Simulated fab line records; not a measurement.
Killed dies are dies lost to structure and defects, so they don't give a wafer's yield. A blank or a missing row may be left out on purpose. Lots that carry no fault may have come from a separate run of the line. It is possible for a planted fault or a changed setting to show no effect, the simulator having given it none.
2 desks looking at one fault | flow n5 finfet | what lay behind the numbers comes last; until then each desk has only its own

## AT THE METROLOGY DESK
What the gauges read for every lot (on any tool): the sampled wafers with a number, averaged. Marked OUT: a lot whose mean sits more than 4 standard deviations from the usual mean, which makes it out of limits; the brackets give that distance.
Columns: A = cd nm at N5_BEOL_M12_CD_MEAS_17, usual 141.9 nm; B = cd nm at N5_BEOL_M12_CD_MEAS_28, usual 160.6 nm
lot  | first seen here | A     | B
L956 | day 10 03:32    | 144.3 | 159.3
L957 | day 10 13:49    | 139.1 | 161.2
L960 | day 11 04:33    | 144.7 | 159.8
L958 | day 11 07:22    | 142.4 | 161.7
L961 | day 11 07:38    | 143.1 | 160.7
L963 | day 12 01:37    | 142.1 | 158.9
L967 | day 13 10:29    | 142.9 | 159.3
L972 | day 14 20:33    | 141.9 | 160.7
L974 | day 15 12:40    | 141.9 | 159.7
L977 | day 15 16:55    | 140.0 | 160.3
L978 | day 16 01:04    | 144.4 | 159.9
L979 | day 16 09:13    | 139.7 | 160.8
This desk's finding: nothing out of limits on any of the 12 lots.

## TOOL OWNER'S DESK, litho track-02
The tool's own readings at N5_BEOL_M12_COAT_65 (time 60 s, resist thk 300 nm): means of the sampled wafers that have a number, for each lot that ran on this tool. Marked OUT: a lot whose mean sits more than 4 standard deviations from the usual mean, which makes it out of limits; the brackets give that distance.
Columns: A = exhaust pa at N5_BEOL_M12_COAT_65, usual 44.9 Pa; B = spin speed rpm at N5_BEOL_M12_COAT_65, usual 1499.9 rpm
lot  | first seen here | A    | B
L956 | day 10 03:34    | 44.7 | 1499.2
L963 | day 12 01:39    | 44.6 | 1536.9 (+34) OUT
L967 | day 13 10:31    | 43.8 | 1537.1 (+34) OUT
L974 | day 15 12:43    | 45.5 | 1499.0
L979 | day 16 09:15    | 44.1 | 1500.4
Finding of this desk: L963, L967 out of limits; the first was L963 at day 12 01:39, on spin speed rpm at N5_BEOL_M12_COAT_65. Within limits: L956, L974, L979.

## TAKEN TOGETHER
The tool owner's desk could have raised an alarm at day 12 01:39, on L963, L967.
Metrology desk: nothing out of limits seen.
The metrology desk has L963, L967 on record, within its limits.
All the named lots went through N5_BEOL_M12_COAT_65 on litho track-02.

## WHAT THE SIMULATOR HAD PUT IN
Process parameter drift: litho track-02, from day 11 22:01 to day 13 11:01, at N5_BEOL_M12_COAT_65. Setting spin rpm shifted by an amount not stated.
Lots struck among those shown: L963, L967.
Hours from the fault's start to each desk's first reading out of limits: the tool owner's desk, 4.
